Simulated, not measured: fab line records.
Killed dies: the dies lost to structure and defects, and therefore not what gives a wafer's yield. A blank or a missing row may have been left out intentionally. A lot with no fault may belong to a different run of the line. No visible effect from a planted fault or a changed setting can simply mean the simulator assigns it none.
Chamber matching | flow n5_finfet | 4 sister chambers for N5_BEOL_M15_ETCH_57 on rie_diel-03
The step etches SOC in N2/H2, time 750 s. 4 wafers are shown with their chamber, then 7 later ones without.

WAFERS WITH THEIR CHAMBER
wafer  | chamber | drypump_motor_current_A (A)
L086.1 | 0       | 6.8
L086.4 | 2       | 4.9
L085.3 | 3       | 6.0
L085.4 | 1       | 6.1

WAFERS WITHOUT THEIR CHAMBER
wafer  | drypump_motor_current_A (A)
L085.5 | 6.1
L089.1 | 6.0
L089.2 | 6.7
L089.6 | 5.9
L097.1 | 6.1
L097.2 | 4.9
L097.5 | 6.1

WHICH CHAMBER EACH ONE RAN IN
wafer  | from the rows above     | in truth
L085.5 | can't be placed: 1 or 3 | 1
L089.1 | can't be placed: 3 or 1 | 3
L089.2 | 0                       | 0
L089.6 | can't be placed: 3 or 1 | 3
L097.1 | can't be placed: 1 or 3 | 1
L097.2 | 2                       | 2
L097.5 | can't be placed: 1 or 3 | 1
Placed correctly: 2 of 7. Can't be placed from these rows: 5 (the true chamber is among the candidates in 5). Placed wrongly: 0.
How it was worked out, from the rows above alone: a wafer's distance from a chamber is the root of the sum, over the readings, of the square of ((its reading less the chamber's mean) divided by the reading's scatter). The wafer belongs to the nearest chamber; if the next one is less than 2 further off, it can't be placed. The mean given for a chamber averages the wafers shown for that chamber. The scatter: root of mean squared gap, hidden wafer to nearest shown wafer, with one shown wafer a chamber.
